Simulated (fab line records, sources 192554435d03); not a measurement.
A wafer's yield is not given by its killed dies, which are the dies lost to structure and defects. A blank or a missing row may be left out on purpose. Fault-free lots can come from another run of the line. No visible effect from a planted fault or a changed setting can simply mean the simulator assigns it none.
fab line records    flow n5_finfet    part 2 of 2: steps 23 to 27 of 27
record lots=5  wafers=15  last_day=17
route steps=1938 shown BEOL_M1@777
lots with no fault: from the same line, run without faults
start_h: hours from the record's opening day to when the first of the lot's shown wafers began    wait_h: how many hours have passed since the lot's step before this one    " unchanged from the row above    L1.1+2: one row covering several wafers at once    - no value present, or no start provided    * or withheld: withheld    < > ~ a bound
route shown NAME@n: NAME is a module with steps in the file, n the number in the route of the first one    usual: mean/standard deviation of fault-free wafers    same: alike in all rows    chamber/n: place in a boat    sites: each site's reading    _std_site: their standard deviation    _edge_site: inner sites' mean taken away from outer sites' mean    radius_mm: how far each site lies from the wafer's centre    mask NAME#n: copy n    behind: tool/chamber where the wafer was last shaped    hold: what put the lot on hold/how long, in hours/how the hold closed    device: the n, p or np transistor that did not switch    end of line: tests run on the same wafers once the route is complete    step lacking rows: just its recipe    killed: dies that structure and defects cost at the first sort, which is not the same as the wafer's yield    map: shows each die of a wafer: x if killed, . if not, _ if none is there
set.NAME: the setting the step ran with; set.NAME@STEP: the setting that earlier step ran with    model.NAME: the simulator's own value behind a step, which no gauge read
lots seen at some steps along the route; tables by step, rows by wafer
services: when a tool's chamber went out of use (start_h, in hours from the record's first day, below 0 if earlier), for how many hours, and the reason
## steps
# step N5_BEOL_M1_STRIP_36
# recipe chemistry=N2/H2  power_w=450  temp_c=40  pressure_mtorr=20  rf_frequency_hz=6e+07  overash_fraction=0.3  bias_power_w=7  h2_frac=0.5  n2_flow_sccm=200  h2_flow_sccm=200
# usual drypump_motor_current_A=5.7/0.52  oes_product_au=0.81/0.089  rf_vpp_V=59.0/1.4  showerhead_plenum_p_Torr=2.52/0.08  throttle_valve_pct=23.53/0.24
lot.wafer  tool         chamber  start_h  wait_h  drypump_motor_current_A  oes_product_au  rf_hours_counter_h  rf_vpp_V  showerhead_plenum_p_Torr  throttle_valve_pct
L074.1     rie_diel-06  3        124.43   0.0     5.9                      0.87            30                  59.4      2.48                      23.36
L074.2     "            2        "        "       5.7                      0.70            203                 57.3      2.52                      23.40
L074.3     "            1        "        "       6.6                      0.89            37                  61.2      2.69                      23.70
L080.2     rie_diel-01  2        160.05   0.0     5.0                      0.83            68                  57.6      2.47                      23.49
L080.3     "            1        "        "       5.8                      0.75            145                 58.0      2.44                      23.30
L080.5     "            3        "        "       4.7                      0.82            -                   56.6      2.47                      23.41
L084.1     rie_diel-02  3        191.70   0.0     5.6                      0.69            211                 60.6      2.63                      23.77
L084.2     "            1        "        "       6.0                      0.96            6                   56.7      2.48                      23.29
L084.3     "            0        "        "       5.9                      0.70            224                 58.6      2.51                      23.62
L091.3     rie_diel-06  3        227.72   0.0     5.9                      0.82            70                  58.9      2.46                      23.42
L091.4     "            0        "        "       5.8                      0.91            30                  60.5      2.48                      23.17
L091.5     "            1        "        "       6.6                      0.86            -                   58.8      2.68                      23.73
L096.1     rie_diel-06  2        271.43   0.0     5.7                      0.68            247                 58.4      2.50                      23.49
L096.2     "            1        "        "       6.6                      0.85            75                  57.7      2.67                      23.74
L096.5     "            3        "        "       5.9                      0.81            -                   58.4      2.46                      23.46
# step N5_BEOL_M1_TRENCH_ETCH_37
# recipe chemistry=C4F6/O2  target_depth_a=552.07  target=SiOC  time_s=29  ion_energy_ev=250  pressure_mtorr=30  source_w=355  bias_w=185  Ar_flow_sccm=300  C4F6_flow_sccm=10  O2_flow_sccm=10
# usual C4F6_flow_sccm=10.000/0.027  bias_w=184.9/0.61  drypump_motor_current_A=5.7/0.52  mfc_ar_sccm=299.9/0.94  oes_product_au=0.81/0.09  rf_vpp_V=664/8.4  showerhead_plenum_p_Torr=2.82/0.09  throttle_valve_pct=20.71/0.18
# same time_s=29
lot.wafer  tool         chamber  start_h  wait_h  C4F6_flow_sccm  bias_w  drypump_motor_current_A  mfc_ar_sccm  oes_product_au  rf_hours_counter_h  rf_vpp_V  showerhead_plenum_p_Torr  throttle_valve_pct
L074.1     rie_diel-06  3        -        -       9.936           185.2   5.9                      299.3        0.89            30                  662       2.79                      20.56
L074.2     "            2        "        "       10.032          184.1   5.7                      299.8        0.71            203                 664       2.82                      20.58
L074.3     "            1        "        "       10.054          185.6   6.6                      299.4        0.89            37                  684       3.01                      20.83
L080.2     rie_diel-01  2        -        -       9.996           184.9   5.0                      298.4        0.82            68                  663       2.77                      20.58
L080.3     "            1        "        "       9.945           185.0   5.8                      301.5        0.75            145                 653       2.73                      20.48
L080.5     "            3        "        "       9.960           184.8   4.7                      299.6        0.83            -                   666       2.75                      20.54
L084.1     rie_diel-02  3        -        -       10.015          185.2   5.5                      298.8        0.68            211                 666       2.92                      20.81
L084.2     "            1        "        "       10.024          184.3   6.0                      298.8        0.96            6                   658       2.81                      20.78
L084.3     "            0        "        "       9.975           184.4   5.9                      300.5        0.71            224                 659       2.82                      20.95
L091.3     rie_diel-06  3        -        -       10.003          184.1   5.9                      299.3        0.83            70                  661       2.77                      20.61
L091.4     "            0        "        "       10.036          184.3   5.8                      299.3        0.91            30                  658       2.78                      20.55
L091.5     "            1        "        "       10.014          185.2   6.6                      299.8        0.86            -                   684       3.00                      20.88
L096.1     rie_diel-06  2        -        -       10.016          186.2   5.7                      299.0        0.66            247                 664       2.80                      20.65
L096.2     "            1        "        "       10.043          184.8   6.6                      300.3        0.85            75                  683       3.00                      20.90
L096.5     "            3        "        "       9.975           184.8   5.9                      298.6        0.81            -                   661       2.76                      20.65
# step N5_BEOL_M1_ETCH_41
# recipe chemistry=CH3F/O2  target=SiCN  target_depth_a=319  taper_deg=2  time_s=57.8  ion_energy_ev=120  mask_material=TiN  pressure_mtorr=30  source_w=395  bias_w=75  Ar_flow_sccm=150  CH3F_flow_sccm=30  O2_flow_sccm=20
# usual CH3F_flow_sccm=30.00/0.087  bias_w=75.00/0.24  drypump_motor_current_A=5.7/0.52  mfc_ar_sccm=150.0/0.45  oes_product_au=0.81/0.089  rf_vpp_V=297.0/1.4  showerhead_plenum_p_Torr=1.98/0.065  throttle_valve_pct=16.18/0.17
# same time_s=57.8
lot.wafer  tool         chamber  start_h  wait_h  CH3F_flow_sccm  bias_w  drypump_motor_current_A  mfc_ar_sccm  oes_product_au  rf_hours_counter_h  rf_vpp_V  showerhead_plenum_p_Torr  throttle_valve_pct
L074.1     rie_diel-06  3        -        -       30.15           75.08   5.9                      149.8        0.90            30                  295.9     1.96                      15.99
L074.2     "            2        "        "       30.03           74.60   5.6                      149.8        0.71            203                 297.9     1.98                      16.10
L074.3     "            1        "        "       30.19           74.81   6.6                      150.3        0.91            37                  298.4     2.12                      16.25
L080.2     rie_diel-01  2        -        -       29.98           75.24   5.0                      149.2        0.83            68                  296.2     1.95                      16.04
L080.3     "            1        "        "       29.92           74.96   5.7                      149.6        0.75            145                 296.1     1.92                      16.02
L080.5     "            3        "        "       30.02           75.17   4.7                      150.6        0.83            -                   297.5     1.93                      16.04
L084.1     rie_diel-02  3        -        -       29.96           75.12   5.6                      149.5        0.68            211                 297.8     2.06                      16.37
L084.2     "            1        "        "       30.10           74.83   6.1                      150.2        0.95            6                   296.7     1.97                      16.15
L084.3     "            0        "        "       30.08           75.42   6.0                      150.4        0.70            224                 296.2     1.98                      16.45
L091.3     rie_diel-06  3        -        -       30.08           75.12   5.9                      149.8        0.83            70                  296.1     1.94                      16.07
L091.4     "            0        "        "       29.89           74.92   5.7                      150.6        0.91            30                  296.6     1.96                      16.01
L091.5     "            1        "        "       29.78           74.69   6.7                      150.5        0.86            -                   299.0     2.11                      16.31
L096.1     rie_diel-06  2        -        -       30.05           74.79   5.7                      150.0        0.66            247                 296.4     1.97                      16.21
L096.2     "            1        "        "       30.10           74.42   6.6                      149.8        0.83            75                  299.6     2.11                      16.32
L096.5     "            3        "        "       30.10           74.88   5.9                      149.8        0.81            -                   294.9     1.94                      16.09
# step N5_BEOL_M1_STRIP_97
# recipe chemistry=N2/H2  time_s=10  power_w=450  temp_c=40  pressure_mtorr=20  rf_frequency_hz=6e+07  bias_power_w=7  n2_flow_sccm=200  h2_flow_sccm=200
# usual drypump_motor_current_A=5.7/0.52  oes_product_au=0.81/0.089  rf_vpp_V=59.1/0.92  showerhead_plenum_p_Torr=2.52/0.08  throttle_valve_pct=23.52/0.24
# same time_s=10
lot.wafer  tool         chamber  start_h  wait_h  drypump_motor_current_A  oes_product_au  rf_hours_counter_h  rf_vpp_V  showerhead_plenum_p_Torr  throttle_valve_pct
L074.1     rie_diel-06  3        -        -       5.9                      0.88            30                  59.3      2.48                      23.38
L074.2     "            2        "        "       5.7                      0.70            203                 58.7      2.52                      23.41
L074.3     "            1        "        "       6.6                      0.89            37                  59.4      2.69                      23.69
L080.2     rie_diel-01  2        -        -       5.0                      0.84            68                  57.9      2.47                      23.52
L080.3     "            1        "        "       5.8                      0.77            145                 60.1      2.44                      23.32
L080.5     "            3        "        "       4.7                      0.84            -                   58.2      2.47                      23.40
L084.1     rie_diel-02  3        -        -       5.6                      0.70            211                 59.7      2.63                      23.79
L084.2     "            1        "        "       6.0                      0.98            6                   58.9      2.48                      23.31
L084.3     "            0        "        "       5.9                      0.70            224                 59.6      2.51                      23.63
L091.3     rie_diel-06  3        -        -       5.9                      0.82            70                  59.5      2.46                      23.43
L091.4     "            0        "        "       5.8                      0.91            30                  59.0      2.48                      23.17
L091.5     "            1        "        "       6.6                      0.85            -                   59.7      2.68                      23.73
L096.1     rie_diel-06  2        -        -       5.7                      0.68            247                 58.9      2.50                      23.48
L096.2     "            1        "        "       6.6                      0.85            75                  58.7      2.67                      23.75
L096.5     "            3        "        "       5.9                      0.81            -                   61.2      2.46                      23.46
# step N5_BEOL_M1_OCD_MEAS_38
# usual trench_depth_nm=55.0/0.8
lot.wafer  tool    chamber  start_h  wait_h  trench_depth_nm
L074.1     ocd-02  -        124.62   -       55.8
L074.2     "       -        "        "       54.7
L074.3     "       -        "        "       55.2
L080.2     ocd-02  -        160.25   -       54.6
L080.3     "       -        "        "       54.0
L080.5     "       -        "        "       55.1
L084.1     ocd-01  -        191.90   -       55.0
L084.2     "       -        "        "       55.1
L084.3     "       -        "        "       54.7
L091.3     ocd-01  -        227.92   -       55.9
L091.4     "       -        "        "       56.4
L091.5     "       -        "        "       54.6
L096.1     ocd-02  -        271.62   -       53.6
L096.2     "       -        "        "       55.1
L096.5     "       -        "        "       54.9
## services
tool            chamber  start_h  hours  kind
rie_diel-01     3        103.31   18.9   repair
rie_diel-02     2        105.26   7.6    repair
euv_scanner-01  -        112.18   0.6    repair
rie_diel-06     0        115.84   5.3    repair
euv_scanner-01  -        120.51   1.0    repair
rie_diel-06     1        128.14   16.7   repair
euv_scanner-01  -        128.16   1.0    pm
euv_scanner-02  -        131.79   1.0    pm
rie_diel-02     2        132.32   6.3    repair
ald_sin-01      -        136.65   28.1   pm
rie_diel-06     2        142.69   23.3   repair
ald_sin-01      -        164.75   6.0    pm
euv_scanner-01  -        176.48   4.6    pm
ald_sin-01      -        179.13   14.0   pm
euv_scanner-01  -        184.31   1.0    pm
euv_scanner-02  -        185.10   9.9    repair
euv_scanner-02  -        195.01   1.0    pm
ald_sin-04      3        201.70   1.3    repair
ald_sin-01      0        213.63   5.6    repair
rie_diel-02     -        215.56   14.6   pm
rie_diel-01     -        231.04   0.4    repair
ald_sin-04      -        234.28   14.6   pm
euv_scanner-01  -        240.46   1.0    pm
euv_scanner-02  -        244.08   1.0    pm
